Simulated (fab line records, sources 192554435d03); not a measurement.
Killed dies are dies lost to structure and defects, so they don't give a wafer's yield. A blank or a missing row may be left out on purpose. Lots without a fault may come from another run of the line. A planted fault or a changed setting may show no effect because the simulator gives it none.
One fault seen from 3 desks | flow n5_finfet | each desk has only its own numbers; what lay behind them comes last

THE METROLOGY DESK
What the gauges read, lot by lot, whatever tool the lot ran on: means of the sampled wafers that have a number. A lot is out of limits, marked OUT, if its mean lies more than 4 standard deviations from the usual mean; the brackets give that distance.
Columns: A = cd_nm at N5_MIM_BOT_LITHO_CD_MEAS_08, usual 2999.9 nm; B = MIM_BOT_OVL at N5_MIM_BOT_LITHO_OVL_MEAS_11, usual 0 nm
lot  | first seen here | A      | B
L963 | day 13 00:09    | 2999.3 | -6
L969 | day 13 22:50    | 2998.4 | -8
L975 | day 16 02:00    | 3000.6 | -1
L976 | day 16 02:54    | 2999.6 | 3
L977 | day 16 09:31    | 2995.4 | -3
L985 | day 18 03:25    | 2999.7 | 6
This desk's finding: nothing out of limits on any of the 6 lots.

THE DEFECT DESK
What the inspections along the route counted, lot by lot: means of the sampled wafers that have a number. A lot is out of limits, marked OUT, if its mean lies more than 4 standard deviations from the usual mean; the brackets give that distance.
Columns: A = raw_defect_count at N5_MIM_BOT_LITHO_INSPECT_12, usual 2.0
lot  | first seen here | A
L963 | day 13 00:12    | 1.7
L969 | day 13 22:53    | 2.3
L975 | day 16 02:03    | 2.0
L976 | day 16 02:57    | 3.0
L977 | day 16 09:35    | 1.3
L985 | day 18 03:29    | 3.7
This desk's finding: nothing out of limits on any of the 6 lots.

THE TOOL OWNER'S DESK: rie_metal-03
The tool's own readings at N5_MIM_BOT_ETCH_ETCH_03 (etches the open film in Cl2/BCl3, target depth 12 nm): means of the sampled wafers that have a number, for each lot that ran on this tool. A lot is out of limits, marked OUT, if its mean lies more than 4 standard deviations from the usual mean; the brackets give that distance.
Columns: A = drypump_motor_current_A at N5_MIM_BOT_ETCH_ETCH_03, usual 6.1 A; B = he_backside_leak_sccm at N5_MIM_BOT_ETCH_ETCH_03, usual 3.36 sccm; C = oes_product_au at N5_MIM_BOT_ETCH_ETCH_03, usual 0.81 a.u.; D = rf_fwd_power_W at N5_MIM_BOT_ETCH_ETCH_03, usual 795.0 W; E = throttle_valve_pct at N5_MIM_BOT_ETCH_ETCH_03, usual 27.5 %
lot  | first seen here | A   | B    | C    | D     | E
L969 | day 13 23:05    | 6.4 | 3.43 | 0.70 | 795.1 | 27.9
L975 | day 16 02:29    | 5.8 | 3.36 | 0.76 | 798.7 | 27.4
L976 | day 16 03:08    | 5.3 | 3.40 | 0.86 | 793.2 | 27.0
This desk's finding: nothing out of limits on any of the 3 lots.

PUT TOGETHER
The metrology desk saw nothing out of limits.
The defect desk saw nothing out of limits.
The tool owner's desk saw nothing out of limits.

WHAT THE SIMULATOR HAD PUT IN
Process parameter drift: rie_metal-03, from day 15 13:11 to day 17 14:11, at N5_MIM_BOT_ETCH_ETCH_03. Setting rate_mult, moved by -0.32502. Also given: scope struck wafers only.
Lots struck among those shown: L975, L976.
